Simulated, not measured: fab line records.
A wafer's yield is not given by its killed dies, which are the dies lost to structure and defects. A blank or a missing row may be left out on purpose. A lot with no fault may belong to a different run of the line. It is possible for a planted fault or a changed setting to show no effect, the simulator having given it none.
Matching of chambers	flow n5_finfet	4 sister chambers for N5_BEOL_M14_ETCH_68 on rie_diel-06
The step etches SOC in N2/H2, time 450 s. 8 wafers are shown with their chamber, then 7 later ones without.

== WAFERS WITH THEIR CHAMBER ==
wafer	chamber	drypump_motor_current_A (A)	showerhead_plenum_p_Torr (Torr)
L075.1	0	5.3	2.58
L075.4	2	5.4	2.57
L075.6	3	4.9	2.67
L083.1	0	5.3	2.57
L083.2	2	5.3	2.57
L090.6	1	5.9	2.67
L088.3	1	5.9	2.67
L088.5	3	4.9	2.65

== WAFERS WITHOUT THEIR CHAMBER ==
wafer	drypump_motor_current_A (A)	showerhead_plenum_p_Torr (Torr)
L088.6	5.9	2.67
L095.2	5.4	2.56
L095.4	5.0	2.65
L095.5	5.4	2.56
L096.3	5.0	2.65
L096.4	5.3	2.56
L096.5	5.0	2.65

== WHICH CHAMBER EACH WENT THROUGH ==
wafer	from the rows above	in truth
L088.6	1	1
L095.2	can't be placed: 2 or 0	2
L095.4	3	3
L095.5	can't be placed: 2 or 0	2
L096.3	3	3
L096.4	can't be placed: 2 or 0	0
L096.5	3	3
Placed correctly: 4 of 7. Can't be placed from these rows: 3 (the true chamber is among the candidates in 3). 0 placed wrongly.
How it was worked out, from the rows above alone: a wafer's distance from a chamber is the root of the sum, over the readings, of the square of ((its reading less the chamber's mean) divided by the reading's scatter). If the next closest chamber is less than 2 further off than the closest, the wafer can't be placed; otherwise it belongs to the closest. A chamber's mean is the mean of its shown wafers. How the scatter is found: for the shown wafers, subtract from each reading the mean of its chamber, square and add these, divide the total by (wafers less chambers), then take the root.
